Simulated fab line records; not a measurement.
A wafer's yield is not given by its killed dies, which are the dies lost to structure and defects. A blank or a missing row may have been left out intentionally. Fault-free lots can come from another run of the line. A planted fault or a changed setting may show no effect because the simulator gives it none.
Matching of chambers    flow n5 finfet    N5_BEOL_M5_CO_CAP_78 on cvd co-01: 3 sister chambers
The step material Co, precursor CCTBA/H2, target thk 2 nm, time 102.1 s. 6 wafers are shown with their chamber, then 7 later ones without.

WAFERS PAIRED WITH THEIR CHAMBERS
wafer   chamber  heater power w (W)  run length s (s)
L559.1  2        224                 123.4
L559.5  1        270                 125.1
L560.3  1        269                 125.0
L560.5  0        216                 124.8
L561.1  2        227                 123.7
L561.5  0        218                 125.4

WAFERS MISSING THEIR CHAMBER
wafer   heater power w (W)  run length s (s)
L561.6  225                 124.3
L569.2  217                 124.0
L569.4  215                 125.1
L569.5  229                 123.4
L571.2  210                 124.9
L571.3  226                 123.4
L571.6  217                 125.1

THE CHAMBER EACH PASSED THROUGH
wafer   from the rows above      in truth
L561.6  2                        2
L569.2  can't be placed: 0 or 2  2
L569.4  0                        0
L569.5  2                        2
L571.2  0                        0
L571.3  2                        2
L571.6  0                        0
6 of 7 placed correctly. Can't be placed from these rows: 1 (the true chamber is among the candidates in 1). Wrongly placed: 0.
How it was worked out, from the rows above alone: a wafer's distance from a chamber is the root of the sum, over the readings, of the square of ((its reading less the chamber's mean) divided by the reading's scatter). The wafer belongs to the nearest chamber; if the next one is less than 2 further off, it can't be placed. A chamber's mean is the mean of its shown wafers. The scatter: take each reading less its chamber's mean, square it, sum over the shown wafers, divide by the number of wafers less the number of chambers, and take the root.
